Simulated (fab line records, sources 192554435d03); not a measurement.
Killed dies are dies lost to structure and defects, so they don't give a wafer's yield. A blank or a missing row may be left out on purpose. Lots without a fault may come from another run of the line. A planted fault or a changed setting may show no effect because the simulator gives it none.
Chamber matching | flow n5_finfet | N5_BEOL_M6_CURE_75 on uv_cure-02: 3 sister chambers
The step cures SiCOH lowk, time 120 s. 24 wafers are shown with their chamber, then 12 later ones without.

WAFERS WITH THEIR CHAMBER
wafer  | chamber | wafer_temp_C_max | lamp_power_pct (%)
L076.2 | 1       | 371.0            | 52.32
L076.4 | 1       | 371.2            | 52.32
L076.5 | 1       | 371.2            | 52.41
L077.3 | 2       | 372.0            | 52.33
L077.4 | 2       | 371.6            | 52.39
L077.6 | 2       | 371.9            | 52.34
L078.2 | 1       | 370.6            | 52.35
L078.4 | 1       | 370.7            | 52.26
L078.6 | 1       | 371.0            | 52.36
L082.1 | 0       | 372.1            | 52.40
L082.5 | 0       | 371.7            | 52.34
L082.6 | 0       | 371.7            | 52.24
L080.2 | 1       | 371.4            | 52.27
L080.3 | 1       | 371.3            | 52.33
L080.4 | 1       | 371.5            | 52.41
L085.4 | 1       | 371.5            | 52.37
L085.5 | 1       | 371.0            | 52.35
L085.6 | 1       | 370.8            | 52.34
L086.1 | 0       | 371.0            | 52.27
L086.3 | 0       | 371.2            | 52.31
L086.4 | 0       | 371.0            | 52.38
L088.3 | 2       | 371.4            | 52.28
L088.5 | 2       | 371.8            | 52.24
L088.6 | 2       | 371.8            | 52.34

SIGNATURES (means of the wafers above)
reading          | chamber 0 | chamber 1 | chamber 2 | scatter within a chamber
wafer_temp_C_max | 371.450   | 371.100   | 371.750   | 0.327
lamp_power_pct   | 52.3233   | 52.3408   | 52.3200   | 0.0519
Rule: a wafer's distance from a chamber is the root of the sum, over the readings, of the square of ((its reading less the chamber's mean) divided by the reading's scatter). The wafer belongs to the nearest chamber; if the next one is less than 2 further off, it can't be placed. The scatter: the root of (the sum of the squares of (reading less its chamber's mean) over the shown wafers, divided by (wafers less chambers)).

WAFERS WITHOUT THEIR CHAMBER
wafer  | wafer_temp_C_max | lamp_power_pct (%)
L090.1 | 370.9            | 52.17
L090.2 | 371.0            | 52.31
L090.3 | 371.9            | 52.30
L090.4 | 371.3            | 52.28
L090.5 | 371.2            | 52.29
L090.6 | 371.5            | 52.32
L091.1 | 370.9            | 52.32
L091.3 | 370.9            | 52.39
L091.5 | 371.2            | 52.34
L096.2 | 371.3            | 52.25
L096.3 | 370.8            | 52.31
L096.5 | 371.7            | 52.32

WHICH CHAMBER EACH WENT THROUGH
wafer  | from the rows above          | in truth
L090.1 | can't be placed: 1 or 0 or 2 | 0
L090.2 | can't be placed: 1 or 0 or 2 | 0
L090.3 | can't be placed: 2 or 0 or 1 | 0
L090.4 | can't be placed: 0 or 1 or 2 | 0
L090.5 | can't be placed: 0 or 1 or 2 | 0
L090.6 | can't be placed: 0 or 2 or 1 | 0
L091.1 | can't be placed: 1 or 0 or 2 | 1
L091.3 | can't be placed: 1 or 0 or 2 | 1
L091.5 | can't be placed: 1 or 0 or 2 | 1
L096.2 | can't be placed: 0 or 1 or 2 | 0
L096.3 | can't be placed: 1 or 0 or 2 | 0
L096.5 | can't be placed: 2 or 0 or 1 | 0
Placed correctly: 0 of 12. Can't be placed from these rows: 12 (the true chamber is among the candidates in 12). Placed wrongly: 0.
